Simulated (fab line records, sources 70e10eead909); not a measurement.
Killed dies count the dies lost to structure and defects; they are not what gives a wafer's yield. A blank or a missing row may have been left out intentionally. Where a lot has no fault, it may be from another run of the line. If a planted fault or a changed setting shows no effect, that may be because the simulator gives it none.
fab line records ; flow nand_harc ; part 2 of 2: steps 24 to 32 of 32
[record] lots = 5; wafers = 15; last_day = 24
route steps=1159 shown P_GATE@216 P_CONTACT@217
lots with no fault: from the same line, run without faults
start_h: hours from the record's opening day to when the first of the lot's shown wafers began ; wait_h: hours since the lot's step before ; " as in the row above ; L1.1+2: one row covering several wafers at once ; - either no value or no given start ; * or withheld: withheld ; < > ~ a bound
route shown NAME@n: a module of which the file shows steps, and the number in the route of the first ; usual: the fault-free wafers' mean and standard deviation ; same: alike in all rows ; chamber/n: place in a boat ; sites: readings site by site ; _std_site: the values' standard deviation ; _edge_site: mean of outer sites minus mean of inner sites ; radius_mm: for every site, how far away it sits from the centre of the wafer ; mask NAME#n: copy n ; behind: the tool/chamber that last shaped the wafer ; hold: reason for holding the lot/hours on hold/outcome of the hold ; device: which transistor (n, p or np) failed to switch ; end of line: the route-end tests of the same wafers ; a step with no rows: only its recipe ; killed: dies that structure and defects cost at the first sort, which is not the same as the wafer's yield ; map: the dies of a wafer, with x for killed, . for not killed, _ for no die there
set.NAME: the setting as run; set.NAME@STEP: as run at that earlier step ; model.NAME: the simulator's own value behind a step, which no gauge read
lots at selected steps of the route; one table per step, one row per wafer
services: a tool's chamber out of use, with start hour (start_h, from the record's first day; less than 0 if before it), hours out, and reason
[[steps]]
[step NHARC_P_CONTACT_ETCH_31]
[recipe] target_depth_a = 300; time_s = 85.7; ion_energy_ev = 120; over_etch_frac = 1; ch3f_flow_sccm = 50; o2_flow_sccm = 30; ar_flow_sccm = 200; rf_w = 500; bias_w = 100; chemistry = CH3F/O2
[usual] drypump_motor_current_A = 5.5/0.43; mfc_ar_sccm = 200.0/0.66; oes_product_au = 0.984/0.011; rf_vpp_V = 244.2/1.6; showerhead_plenum_p_Torr = 2.45/0.087; throttle_valve_pct = 20.663/0.0084
[same] time_s = 85.7
lot.wafer;tool;chamber;start_h;wait_h;drypump_motor_current_A;mfc_ar_sccm;oes_product_au;rf_hours_counter_h;rf_vpp_V;showerhead_plenum_p_Torr;throttle_valve_pct
L074.4;rie_diel-09;3;-;-;5.6;200.2;1.003;9;241.1;2.30;20.662
L074.5;rie_diel-09;1;-;-;4.9;199.9;1.004;-;244.0;2.45;20.677
L074.6;rie_diel-09;2;-;-;4.9;200.2;1.013;-;243.7;2.46;20.655
L086.1;rie_diel-04;0;-;-;5.3;199.7;0.984;6;243.9;2.47;20.657
L086.2;rie_diel-04;3;-;-;6.0;199.9;0.997;6;241.8;2.29;20.638
L086.5;rie_diel-04;0;-;-;5.3;199.6;0.990;-;243.4;2.47;20.653
L089.1;rie_diel-04;2;-;-;6.0;200.7;0.977;9;245.6;2.55;20.669
L089.5;rie_diel-04;1;-;-;5.0;202.0;0.976;-;245.8;2.48;20.665
L089.6;rie_diel-04;2;-;-;6.1;200.0;0.968;-;246.2;2.55;20.667
L097.2;rie_diel-04;0;-;-;5.3;199.3;0.978;11;242.8;2.46;20.657
L097.5;rie_diel-04;1;-;-;5.0;200.1;0.965;-;244.7;2.48;20.652
L097.6;rie_diel-04;2;-;-;6.0;199.5;0.980;-;245.4;2.54;20.682
L096.2;rie_diel-13;2;-;-;5.3;200.0;0.988;14;242.6;2.35;20.658
L096.5;rie_diel-13;2;-;-;5.3;200.6;0.976;-;242.5;2.35;20.655
L096.6;rie_diel-13;3;-;-;6.0;200.1;0.987;-;246.3;2.52;20.665
[step NHARC_P_CONTACT_CD_MEAS_19]
[usual] cd_nm = 90.2/1.1
lot.wafer;tool;chamber;start_h;wait_h;cd_nm
L074.4;cd_sem-03;-;113.97;-;88.2
L074.5;cd_sem-03;-;113.97;-;89.4
L074.6;cd_sem-03;-;113.97;-;89.6
L086.1;cd_sem-02;-;187.67;-;90.7
L086.2;cd_sem-02;-;187.67;-;90.1
L086.5;cd_sem-02;-;187.67;-;89.0
L089.1;cd_sem-01;-;201.05;-;88.7
L089.5;cd_sem-01;-;201.05;-;88.2
L089.6;cd_sem-01;-;201.05;-;89.2
L097.2;cd_sem-03;-;242.98;-;89.5
L097.5;cd_sem-03;-;242.98;-;90.6
L097.6;cd_sem-03;-;242.98;-;89.9
L096.2;cd_sem-03;-;243.33;-;90.2
L096.5;cd_sem-03;-;243.33;-;90.5
L096.6;cd_sem-03;-;243.33;-;90.5
[step NHARC_P_CONTACT_STRIP_28]
[recipe] o2_flow_sccm = 500; ar_flow_sccm = 0; bias_w = 0; chemistry = O2
[usual] drypump_motor_current_A = 5.5/0.38; mfc_ar_sccm = 0.010/0.011; oes_product_au = 0.999/0.0073; rf_vpp_V = 57.8/0.9; showerhead_plenum_p_Torr = 3.53/0.11; throttle_valve_pct = 17.036/0.0084
lot.wafer;tool;chamber;start_h;wait_h;drypump_motor_current_A;mfc_ar_sccm;oes_product_au;rf_hours_counter_h;rf_vpp_V;showerhead_plenum_p_Torr;throttle_valve_pct
L074.4;rie_diel-09;2;114.04;0.1;4.9;0;1.004;8;58.0;3.53;17.041
L074.5;rie_diel-09;2;114.04;0.1;4.9;0;1.002;-;58.2;3.53;17.027
L074.6;rie_diel-09;3;114.04;0.1;5.5;0;1.002;-;57.5;3.30;17.034
L086.2;rie_diel-04;0;187.75;0.1;5.3;0;0.998;6;58.6;3.54;17.047
L086.1;rie_diel-04;3;187.75;0.1;6.0;0.012;1.007;6;57.2;3.30;17.026
L086.5;rie_diel-04;1;187.75;0.1;5.0;0.006;0.997;-;58.4;3.56;17.048
L089.1;rie_diel-13;3;201.13;0.1;6.0;0;1.000;8;57.7;3.61;17.028
L089.5;rie_diel-13;3;201.13;0.1;6.0;0;1.008;-;57.5;3.61;17.044
L089.6;rie_diel-13;0;201.13;0.1;5.5;0.028;0.999;-;58.3;3.60;17.031
L097.2;rie_diel-09;2;243.05;0.1;4.9;0;0.995;56;57.9;3.51;17.032
L097.5;rie_diel-09;2;243.05;0.1;4.9;0;0.991;-;56.6;3.51;17.051
L097.6;rie_diel-09;3;243.05;0.1;5.5;0;0.986;-;57.7;3.28;17.032
L096.2;rie_diel-13;0;243.42;0.1;5.5;0.028;1.001;13;58.3;3.60;17.034
L096.6;rie_diel-13;3;243.42;0.1;6.0;0;0.988;-;57.7;3.61;17.028
L096.5;rie_diel-13;0;243.42;0.1;5.5;0.028;0.990;-;58.9;3.60;17.032
[step NHARC_P_CONTACT_STRIP_29]
[recipe] time_s = 1200; temp_c = 72.5; chemistry = post_etch_residue_remover
[same] time_s = 1200
lot.wafer;tool;chamber;start_h;wait_h
L074.4+6+5;wet_bench-04;0,1,2;114.22;-
L086.2+5+1;wet_bench-04;1,4,5;187.94;-
L089.1+5+6;wet_bench-04;4,7,1;201.31;-
L097.5+6+2;wet_bench-04;1,2,3;243.26;-
L096.6+2+5;wet_bench-05;5,6,7;243.58;-
[step NHARC_P_CONTACT_DEGAS_38]
[recipe] temp_c = 300; time_s = 60
[usual] heater_power_w = 447/27
[same] time_s = 60
lot.wafer;tool;chamber;start_h;wait_h;heater_power_w
L074.4;pvd_sputter-02;-;114.70;-;418
L074.6;pvd_sputter-02;-;114.70;-;419
L074.5;pvd_sputter-02;-;114.70;-;428
L086.1;pvd_sputter-01;-;188.41;-;447
L086.2;pvd_sputter-01;-;188.41;-;498
L086.5;pvd_sputter-01;-;188.41;-;457
L089.1;pvd_sputter-03;-;201.76;-;446
L089.6;pvd_sputter-03;-;201.76;-;467
L089.5;pvd_sputter-03;-;201.76;-;481
L097.2;pvd_sputter-03;-;243.69;-;469
L097.5;pvd_sputter-03;-;243.69;-;470
L097.6;pvd_sputter-03;-;243.69;-;473
L096.2;pvd_sputter-02;-;244.05;-;396
L096.6;pvd_sputter-02;-;244.05;-;437
L096.5;pvd_sputter-02;-;244.05;-;413
[step NHARC_P_CONTACT_PRE_CLEAN_39]
[recipe] time_s = 19.5; bias_v = 250; gas = Ar
[usual] bias_v = 250.4/2.4
[same] time_s = 19.5
lot.wafer;tool;chamber;start_h;wait_h;bias_v
L074.4;pvd_sputter-02;-;-;-;250.5
L074.6;pvd_sputter-02;-;-;-;254.8
L074.5;pvd_sputter-02;-;-;-;248.9
L086.1;pvd_sputter-01;-;-;-;247.7
L086.2;pvd_sputter-01;-;-;-;255.1
L086.5;pvd_sputter-01;-;-;-;248.7
L089.1;pvd_sputter-03;-;-;-;249.8
L089.6;pvd_sputter-03;-;-;-;251.3
L089.5;pvd_sputter-03;-;-;-;250.4
L097.2;pvd_sputter-03;-;-;-;246.8
L097.5;pvd_sputter-03;-;-;-;250.6
L097.6;pvd_sputter-03;-;-;-;251.5
L096.2;pvd_sputter-02;-;-;-;246.6
L096.5;pvd_sputter-02;-;-;-;246.5
L096.6;pvd_sputter-02;-;-;-;250.7
[step NHARC_P_CONTACT_PVD_32]
[recipe] target_thk_a = 50; chamber_pressure_pa = 5; power_w = 5000; substrate_temp_c = 200; time_s = 17.7; material = Ti
[usual] throttle_valve_pct = 29.8/1.1
[same] time_s = 17.7
lot.wafer;tool;chamber;start_h;wait_h;throttle_valve_pct
L074.4;pvd_sputter-02;-;-;-;30.6
L074.5;pvd_sputter-02;-;-;-;29.7
L074.6;pvd_sputter-02;-;-;-;31.0
L086.2;pvd_sputter-01;-;-;-;27.3
L086.1;pvd_sputter-01;-;-;-;28.3
L086.5;pvd_sputter-01;-;-;-;30.7
L089.1;pvd_sputter-03;-;-;-;29.4
L089.5;pvd_sputter-03;-;-;-;31.1
L089.6;pvd_sputter-03;-;-;-;29.2
L097.2;pvd_sputter-03;-;-;-;29.3
L097.6;pvd_sputter-03;-;-;-;31.0
L097.5;pvd_sputter-03;-;-;-;29.3
L096.2;pvd_sputter-02;-;-;-;29.8
L096.6;pvd_sputter-02;-;-;-;30.5
L096.5;pvd_sputter-02;-;-;-;30.6
[step NHARC_P_CONTACT_ALD_22]
[recipe] target_thk_a = 30; pulse_time_s = 1; ald_cycles = 150; temp_c = 450; material = TiN
[usual] heater_power_w = 1125/100; precursor_pulse_height_rel = 0.998/0.018
lot.wafer;tool;chamber;start_h;wait_h;heater_power_w;precursor_pulse_height_rel
L074.4;ald_metal-01;3;114.94;-;1159;1.005
L074.5;ald_metal-01;2;114.94;-;1049;0.976
L074.6;ald_metal-01;3;114.94;-;1150;0.990
L086.2;ald_metal-01;2;188.66;-;1028;0.980
L086.1;ald_metal-01;3;188.66;-;1187;1.010
L086.5;ald_metal-01;2;188.66;-;1046;0.994
L089.1;ald_metal-04;1;202.09;-;1123;1.027
L089.5;ald_metal-04;2;202.09;-;1153;0.957
L089.6;ald_metal-04;3;202.09;-;1165;1.002
L097.2;ald_metal-04;2;243.93;-;1182;1.017
L097.6;ald_metal-04;2;243.93;-;1138;1.017
L097.5;ald_metal-04;3;243.93;-;1245;1.019
L096.2;ald_metal-02;1;244.32;-;1115;1.029
L096.5;ald_metal-02;3;244.32;-;1107;0.981
L096.6;ald_metal-02;0;244.32;-;855;1.020
[step NHARC_P_CONTACT_CVD_23]
[recipe] target_thk_a = 2000; temp_c = 300; pressure_torr = 40; wf6_flow_sccm = 40; h2_flow_sccm = 1600; ar_flow_sccm = 1560; time_s = 557; material = W
[usual] heater_power_w = 492/26; mfc_ar_sccm = 1561/4.6; throttle_valve_pct = 7.92/0.19
[same] time_s = 557
lot.wafer;tool;chamber;start_h;wait_h;heater_power_w;mfc_ar_sccm;throttle_valve_pct
L074.4;cvd_w-02;1;-;-;540;1557;7.74
L074.5;cvd_w-02;0;-;-;476;1567;7.71
L074.6;cvd_w-02;1;-;-;536;1552;7.62
L086.2;cvd_w-01;0;-;-;488;1568;8.02
L086.1;cvd_w-01;1;-;-;448;1550;8.06
L086.5;cvd_w-01;1;-;-;466;1558;8.13
L089.1;cvd_w-01;1;-;-;465;1559;7.93
L089.5;cvd_w-01;0;-;-;495;1559;7.98
L089.6;cvd_w-01;1;-;-;464;1557;8.29
L097.2;cvd_w-01;1;-;-;468;1562;8.10
L097.5;cvd_w-01;0;-;-;507;1558;8.61
L097.6;cvd_w-01;1;-;-;466;1553;7.92
L096.2;cvd_w-02;1;-;-;517;1555;7.85
L096.6;cvd_w-02;0;-;-;507;1568;8.20
L096.5;cvd_w-02;1;-;-;531;1561;7.86
[[services]]
tool;chamber;start_h;hours;kind
pecvd-03;0;89.28;6.4;repair
rie_diel-09;3;89.35;9.6;repair
pvd_sputter-02;-;92.15;3.7;repair
litho_track-01;-;93.00;7.0;pm
rie_diel-13;-;99.00;9.0;pm
pvd_sputter-03;-;102.00;10.0;pm
cmp-02;-;104.31;0.7;repair
cvd_w-01;-;111.00;13.0;pm
pecvd-03;-;111.58;13.0;pm
rie_diel-04;-;111.90;9.0;pm
rie_diel-13;-;113.22;1.3;repair
litho_track-06;-;117.00;7.0;pm
rie_diel-13;3;120.60;16.8;repair
rie_diel-04;0;128.57;15.5;repair
rie_diel-09;3;131.37;4.8;repair
litho_track-04;-;141.00;7.0;pm
pvd_sputter-03;-;162.06;2.9;repair
wet_bench-04;-;163.20;8.0;pm
rie_diel-04;3;167.13;13.6;repair
rie_diel-04;-;205.11;3.9;repair
pvd_sputter-02;-;214.00;10.0;pm
rie_diel-04;2;214.75;5.5;repair
pvd_sputter-03;-;221.09;3.8;repair
rie_diel-04;2;236.48;1.3;repair
